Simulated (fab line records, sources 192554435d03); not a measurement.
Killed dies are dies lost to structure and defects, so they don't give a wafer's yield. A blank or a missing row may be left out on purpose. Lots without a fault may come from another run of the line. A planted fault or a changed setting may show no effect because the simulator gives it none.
2 desks looking at one fault :: flow n5-finfet :: numbers are kept per desk, each desk with only its own; the story behind them comes last

## AT THE TOOL OWNER'S DESK: rie-si-06
The tool's own readings at N5_FIN_SAQP_ETCH_64 (etches SiO2 in CF4, target depth 1.5 nm): means of the sampled wafers that have a number, for each lot that ran on this tool. Marked OUT: a lot whose mean sits more than 4 standard deviations from the usual mean, which makes it out of limits; the brackets give that distance.
Columns: A = chamber-pressure-mTorr at N5_FIN_SAQP_ETCH_64, usual 9.999 mTorr; B = drypump-motor-current-A at N5_FIN_SAQP_ETCH_64, usual 5.7 A; C = oes-product-au at N5_FIN_SAQP_ETCH_64, usual 0.994 a.u.; D = throttle-valve-pct at N5_FIN_SAQP_ETCH_64, usual 21.77 %
lot: L830
first seen here: day 3 20:53
A: 9.999
B: 5.4
C: 0.979
D: 21.64

lot: L832
first seen here: day 4 09:37
A: 9.997
B: 5.6
C: 0.924 (-5.0) OUT
D: 21.68

lot: L835
first seen here: day 5 08:47
A: 9.995
B: 5.6
C: 0.948
D: 21.92
This desk finds L832 out of limits, L832 being first, at day 4 09:37 (oes-product-au at N5_FIN_SAQP_ETCH_64). L830, L835 stayed within limits.

## AT THE METROLOGY DESK
Means of the sampled wafers that have a number, per lot and without regard to the tool the lot ran on: this is what the gauges read. Marked OUT: a lot whose mean sits more than 4 standard deviations from the usual mean, which makes it out of limits; the brackets give that distance. Of its 11 readings 7 are shown: those that lie furthest out on some lot.
Columns: A = DIBL_N at N5_BEOL_M4_RC_MEAS_101, usual 37.0 mV/V; B = IOFF_N at N5_BEOL_M4_RC_MEAS_101, usual 0.17 nA/um; C = IOFF_P at N5_BEOL_M4_RC_MEAS_101, usual 0.22 nA/um; D = ION_N at N5_BEOL_M4_RC_MEAS_101, usual 672 uA/um; E = ION_P at N5_BEOL_M4_RC_MEAS_101, usual 461 uA/um; F = SS_P at N5_BEOL_M4_RC_MEAS_101, usual 73.4 mV/dec; G = VT_N at N5_BEOL_M4_RC_MEAS_101, usual 250 mV
lot: L827
first seen here: day 3 03:14
A: 37.3
B: 0.16
C: 0.20
D: 673
E: 459
F: 73.8
G: 250

lot: L830
first seen here: day 3 20:24
A: 37.5
B: 0.16
C: 0.20
D: 668
E: 457
F: 73.3
G: 249

lot: L832
first seen here: day 4 09:19
A: 37.6
B: 0.17
C: 0.21
D: 677
E: 462
F: 73.6
G: 250

lot: L835
first seen here: day 5 08:28
A: 37.2
B: 0.15
C: 0.22
D: 670
E: 464
F: 73.1
G: 252

lot: L840
first seen here: day 6 08:58
A: 36.3
B: 0.15
C: 0.21
D: 672
E: 460
F: 73.4
G: 252

lot: L842
first seen here: day 6 22:08
A: 34.1
B: 0.11
C: 0.17
D: 648
E: 453
F: 72.5
G: 257
This desk found nothing out of limits on any of the 6 lots.

## TAKEN TOGETHER
An alarm could have come from the tool owner's desk at day 4 09:37, on L832.
Metrology desk: nothing out of limits seen.
The metrology desk holds a record of L832, inside its limits.
N5_FIN_SAQP_ETCH_64 was run on rie-si-06 by each of the lots named.

## WHAT WAS PUT IN BY THE SIMULATOR
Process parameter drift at N5_FIN_SAQP_ETCH_64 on rie-si-06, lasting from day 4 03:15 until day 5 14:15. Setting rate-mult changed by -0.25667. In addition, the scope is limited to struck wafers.
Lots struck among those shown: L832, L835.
Delay in hours, fault start to first out-of-limits reading, by desk: the tool owner's desk at 6.
